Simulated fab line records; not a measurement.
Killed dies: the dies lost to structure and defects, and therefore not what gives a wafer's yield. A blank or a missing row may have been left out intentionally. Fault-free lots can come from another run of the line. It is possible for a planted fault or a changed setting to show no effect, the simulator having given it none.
One fault through the eyes of 3 desks || flow nand_harc || each desk holds nothing but its own numbers, with what lay behind them at the end

## THE DEFECT DESK
Per lot, the means of the sampled wafers with a number show what the inspections along the route counted. The brackets show how far a lot's mean lies from the usual mean; more than 4 standard deviations puts the lot out of limits, marked OUT.
Columns: A = raw_defect_count at NHARC_P_START_INSPECT_01, usual 3.6
{"lot": "L538", "first seen here": "day 1 20:02", "A": 4.0}
{"lot": "L543", "first seen here": "day 3 22:02", "A": 4.7}
{"lot": "L544", "first seen here": "day 4 08:02", "A": 5.0}
{"lot": "L545", "first seen here": "day 4 18:02", "A": 4.0}
{"lot": "L548", "first seen here": "day 6 00:02", "A": 3.3}
{"lot": "L549", "first seen here": "day 6 10:02", "A": 4.7}
{"lot": "L550", "first seen here": "day 6 20:02", "A": 4.0}
{"lot": "L551", "first seen here": "day 7 06:03", "A": 4.3}
{"lot": "L554", "first seen here": "day 8 12:02", "A": 5.7}
{"lot": "L557", "first seen here": "day 9 18:02", "A": 2.3}
{"lot": "L559", "first seen here": "day 10 14:02", "A": 2.3}
This desk found nothing out of limits on any of the 11 lots.

## THE METROLOGY DESK
Lot by lot, what the gauges showed, no matter which tool ran the lot: averages of those sampled wafers that carry a number. The brackets show how far a lot's mean lies from the usual mean; more than 4 standard deviations puts the lot out of limits, marked OUT.
Columns: A = cd_nm at NHARC_P_ZERO_WELL_CD_MEAS_24, usual 719.3 nm
{"lot": "L538", "first seen here": "day 1 22:28", "A": 719.0}
{"lot": "L543", "first seen here": "day 4 00:34", "A": 717.4}
{"lot": "L544", "first seen here": "day 4 10:35", "A": 719.7}
{"lot": "L545", "first seen here": "day 4 20:28", "A": 716.4}
{"lot": "L548", "first seen here": "day 6 02:28", "A": "731.5 (+5.5) OUT"}
{"lot": "L549", "first seen here": "day 6 12:20", "A": 727.5}
{"lot": "L550", "first seen here": "day 6 22:29", "A": "728.2 (+4.0) OUT"}
{"lot": "L551", "first seen here": "day 7 08:32", "A": "728.1 (+4.0) OUT"}
{"lot": "L554", "first seen here": "day 8 14:31", "A": 722.1}
{"lot": "L557", "first seen here": "day 9 20:20", "A": 718.3}
{"lot": "L559", "first seen here": "day 10 16:27", "A": 719.1}
This desk finds L548, L550, L551 out of limits, L548 being first, at day 6 02:28 (cd_nm at NHARC_P_ZERO_WELL_CD_MEAS_24). L538, L543, L544, L545, L549, L554, L557, L559: within limits.

## AT THE TOOL OWNER'S DESK: krf_scanner-04
The tool's own readings at NHARC_P_ZERO_WELL_EXPOSE_21 (exposes mask P NWELL, target cd 720 nm): means of the sampled wafers that have a number, for each lot that ran on this tool. The brackets show how far a lot's mean lies from the usual mean; more than 4 standard deviations puts the lot out of limits, marked OUT.
Columns: A = exposure_dose_mJ_cm2 at NHARC_P_ZERO_WELL_EXPOSE_21, usual 22.309; B = focus_offset_nm at NHARC_P_ZERO_WELL_EXPOSE_21, usual -0.1 nm
{"lot": "L538", "first seen here": "day 1 22:19", "A": 22.314, "B": -0.8}
{"lot": "L543", "first seen here": "day 4 00:24", "A": 22.334, "B": -0.2}
{"lot": "L545", "first seen here": "day 4 20:19", "A": 22.293, "B": 0.1}
{"lot": "L548", "first seen here": "day 6 02:19", "A": "23.367 (+46) OUT", "B": -0.0}
{"lot": "L549", "first seen here": "day 6 12:11", "A": "23.342 (+45) OUT", "B": -0.0}
{"lot": "L550", "first seen here": "day 6 22:19", "A": "23.357 (+46) OUT", "B": 0.4}
{"lot": "L551", "first seen here": "day 7 08:23", "A": "23.365 (+46) OUT", "B": 0.2}
This desk finds L548, L549, L550, L551 out of limits, L548 being first, at day 6 02:19 (exposure_dose_mJ_cm2 at NHARC_P_ZERO_WELL_EXPOSE_21). L538, L543, L545: within limits.

## ALL TOGETHER
At day 6 02:19, on L548, L549, L550, L551, the tool owner's desk was in a position to raise an alarm.
L548, L550, L551 would have let the metrology desk raise an alarm at day 6 02:28.
No out-of-limits result turned up at the defect desk.
The defect desk has L548, L549, L550, L551 on record, within its limits.
The metrology desk holds a record of L549, inside its limits.
All the named lots went through NHARC_P_ZERO_WELL_EXPOSE_21 on krf_scanner-04.

## WHAT THE SIMULATOR HAD PUT IN
Process parameter drift: krf_scanner-04, from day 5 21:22 on, at NHARC_P_ZERO_WELL_EXPOSE_21. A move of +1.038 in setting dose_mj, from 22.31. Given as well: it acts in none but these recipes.
Struck lots among those shown: L548, L549, L550, L551.
Time in hours from fault onset to the first out-of-limits reading at each desk: tool owner's desk 5, metrology desk 5.
